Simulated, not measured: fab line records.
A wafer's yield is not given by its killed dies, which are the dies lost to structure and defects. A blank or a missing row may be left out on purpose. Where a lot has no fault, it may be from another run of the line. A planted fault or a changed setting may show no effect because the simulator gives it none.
Chamber matching -- flow nand_harc -- 4 sister chambers for NHARC_P_STI_DESCUM_14 on rie_diel-03
The step chemistry O2, time 3 s. 4 wafers are shown with their chamber, then 7 later ones without.

WAFERS, EACH WITH ITS CHAMBER
wafer,chamber,drypump_motor_current_A (A)
L803.6,0,6.4
L806.1,2,5.7
L806.3,1,5.3
L813.5,3,5.6

WAFERS WITHOUT THEIR CHAMBER
wafer,drypump_motor_current_A (A)
L813.6,5.7
L815.1,5.8
L815.2,5.7
L815.6,5.8
L821.3,5.3
L821.5,5.8
L821.6,5.6

EACH ONE'S CHAMBER
wafer,from the rows above,in truth
L813.6,can't be placed: 2 or 3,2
L815.1,can't be placed: 2 or 3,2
L815.2,can't be placed: 2 or 3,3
L815.6,can't be placed: 2 or 3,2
L821.3,1,1
L821.5,can't be placed: 2 or 3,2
L821.6,can't be placed: 3 or 2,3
Placed correctly: 1 of 7. Cannot be placed on the basis of these rows: 6; the candidates contain the true chamber in 6. Placed wrongly: 0.
How it was worked out, from the rows above alone: a wafer's distance from a chamber is the root of the sum, over the readings, of the square of ((its reading less the chamber's mean) divided by the reading's scatter). The wafer belongs to the nearest chamber; if the next one is less than 2 further off, it can't be placed. The mean given for a chamber averages the wafers shown for that chamber. The scatter: root of mean squared gap, hidden wafer to nearest shown wafer, with one shown wafer a chamber.
